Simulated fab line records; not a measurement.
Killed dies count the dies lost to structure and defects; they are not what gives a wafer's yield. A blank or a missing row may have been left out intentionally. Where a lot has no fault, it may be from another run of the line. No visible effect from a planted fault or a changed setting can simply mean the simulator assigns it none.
Split-lot study	flow n5_finfet	7 lots, 39 wafers read, on a route of 1938 steps

== THE SPLIT ==
At N5_MOL_CONTACT_COAG_ALD_123 (deposits SiNx, target thk 5 nm, pulse time 1 s, purge time 2 s), the setting ald_cycles was moved away from the recipe's 100 on 12 of the 39 wafers read, by -17.0% to -11.0%. The other wafers ran this setting at the recipe's value.

== FROM THE SPLIT TO THE READING: what the file shows between them, 5 steps ==
- N5_MOL_CONTACT_COAG_VIA_ETCH_46: etches SiO2 in C4F6/O2, target depth 46 nm, overetch 9.2 nm, time 40 s (also split here: target_depth_a)
- N5_MOL_CONTACT_COAG_STRIP_96: strips in N2/H2
- N5_MOL_CONTACT_COAG_ETCH_47: etches SiNx in CH3F/O2, stops on W, target depth 27 nm
- N5_MOL_CONTACT_COAG_STRIP_120: strips in CHF3
- N5_MOL_CONTACT_COAG_VIA_ETCH_117: etches SiO2 in C4F6/O2, target depth 40 nm, overetch 8 nm, time 26 s

== THE READING ==
etch.depth_nm (the simulator's own value, which no gauge read), in nm, at N5_MOL_CONTACT_COAG_ETCH_124 (etches SiNx in CH3F/O2, stops on SiOC, target depth 6.5 nm). There is no usual value for it anywhere in the file. Across the 27 wafers here that went through the recipe, the average is 5.007 nm and the standard deviation 0.038 nm.

wafer	tool, chamber at the split	ald_cycles as run	against the recipe	etch.depth_nm, nm	against lot-mates on the recipe
L074.1	ald_sin-02, 1,0,1	100	recipe	5.044	-
L074.3	ald_sin-02, 1,0,1	100	recipe	5.034	-
L074.6	ald_sin-02, 1,0,1	100	recipe	5.055	-
L078.1	ald_sin-01, 1,0,3	83	-17.0%	4.192	-0.813
L078.2	ald_sin-01, 1,0,3	83	-17.0%	4.165	-0.840
L078.3	ald_sin-01, 1,0,3	83	-17.0%	4.109	-0.896
L078.4	ald_sin-01, 2,0,1	100	recipe	4.959	-
L078.5	ald_sin-01, 2,0,1	100	recipe	5.023	-
L078.6	ald_sin-01, 2,0,1	100	recipe	5.033	-
L085.1	ald_sin-02, 2,2,1	100	recipe	5.075	-
L085.2	ald_sin-02, 1,3,0	89	-11.0%	4.499	-0.569
L085.3	ald_sin-02, 1,3,0	89	-11.0%	4.477	-0.591
L085.4	ald_sin-02, 1,3,0	89	-11.0%	4.493	-0.575
L085.5	ald_sin-02, 2,2,1	100	recipe	5.056	-
L085.6	ald_sin-02, 2,2,1	100	recipe	5.073	-
L086.1	ald_sin-02, 1,2,0,3,0,3	100	recipe	5.045	-
L086.2	ald_sin-02, 1,2,0,3,0,3	100	recipe	5.06	-
L086.3	ald_sin-02, 1,2,0,3,0,3	100	recipe	5	-
L086.4	ald_sin-02, 1,2,0,3,0,3	100	recipe	5.017	-
L086.5	ald_sin-02, 1,2,0,3,0,3	100	recipe	4.981	-
L086.6	ald_sin-02, 1,2,0,3,0,3	100	recipe	5.011	-
L089.1	ald_sin-04, 1,3,0	83	-17.0%	4.154	-0.826
L089.2	ald_sin-04, 1,3,0	83	-17.0%	4.147	-0.833
L089.3	ald_sin-04, 1,3,0	83	-17.0%	4.108	-0.872
L089.4	ald_sin-04, 0,3,1	100	recipe	4.979	-
L089.5	ald_sin-04, 0,3,1	100	recipe	4.978	-
L089.6	ald_sin-04, 0,3,1	100	recipe	4.982	-
L091.1	ald_sin-01, 3	87	-13.0%	4.297	-0.677
L091.2	ald_sin-01, 2,1,0	100	recipe	4.932	-
L091.3	ald_sin-01, 0	87	-13.0%	4.329	-0.645
L091.4	ald_sin-01, 2,1,0	100	recipe	4.991	-
L091.5	ald_sin-01, 3	87	-13.0%	4.284	-0.690
L091.6	ald_sin-01, 2,1,0	100	recipe	4.999	-
L092.1	ald_sin-01, 2,3,0,1,0,3	100	recipe	4.966	-
L092.2	ald_sin-01, 2,3,0,1,0,3	100	recipe	4.969	-
L092.3	ald_sin-01, 2,3,0,1,0,3	100	recipe	4.998	-
L092.4	ald_sin-01, 2,3,0,1,0,3	100	recipe	4.97	-
L092.5	ald_sin-01, 2,3,0,1,0,3	100	recipe	5.012	-
L092.6	ald_sin-01, 2,3,0,1,0,3	100	recipe	4.956	-
The file does not say which wafer passed through which chamber wherever a row lists several chambers: such a row stands for several wafers.

THE FIT
A straight line over all 39 wafers: etch.depth_nm changes by +0.0509 nm for each +1% of ald_cycles; r = +0.99; the points scatter about the line by 0.039 nm.
The same after taking each lot's own level away (the mean of its wafers on the recipe; 39 wafers): +0.0504 nm for each +1%; r = +1.00; scatter 0.024 nm.
That fit puts the effect of the largest move of ald_cycles on the reading at 0.86 nm.
Across the lots, their own levels run from 4.9740 to 5.0680 nm, a range of 2.5 times the standard deviation given above.
So the lot-to-lot level changes the slope little: the two slopes agree.
Check: -0.865 nm against its lot-mates is what the line predicts for one of the wafers moved furthest among these (-17.0%) when that wafer is left out of the fit. It came out at -0.813 nm against them.

== THESE WAFERS: OTHER SPLITS ==
These wafers also went through other splits before the reading. Each is held against what the fit with the lots' levels taken away leaves over:
other split on the same wafers	wafers away from the commonest value	r with etch.depth_nm (lot level and that fit taken away)
N5_SD_EPI_N_SD_RECESS_17 time_s	15	+0.25
N5_GATE_CUT_HM_DEP_46 target_thk_a	15	-0.11
N5_MOL_CONTACT_COAG_VIA_ETCH_46 target_depth_a	12	-0.14

== THE WHOLE CHAIN: every reading that the file lists as answering this split, in the file's order ==
step	what it does	reading	change (the file's fit)	r (the file's)
N5_MOL_CONTACT_COAG_ALD_123	deposits SiNx, target thk 5 nm, pulse time 1 s, purge time 2 s	SiNx_of_MOL_CONTACT_COAG_ALD_123.thk_nm (the simulator's own value, which no gauge read)	+0.0499 nm for each +1% of the setting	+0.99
N5_MOL_CONTACT_COAG_ETCH_124	etches SiNx in CH3F/O2, stops on SiOC, target depth 6.5 nm	etch.depth_nm (the simulator's own value, which no gauge read)	+0.0505 nm for each +1% of the setting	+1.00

== FILE'S OWN FIT ==
etch.depth_nm changes by +0.0505 nm for each +1% of ald_cycles, r = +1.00.
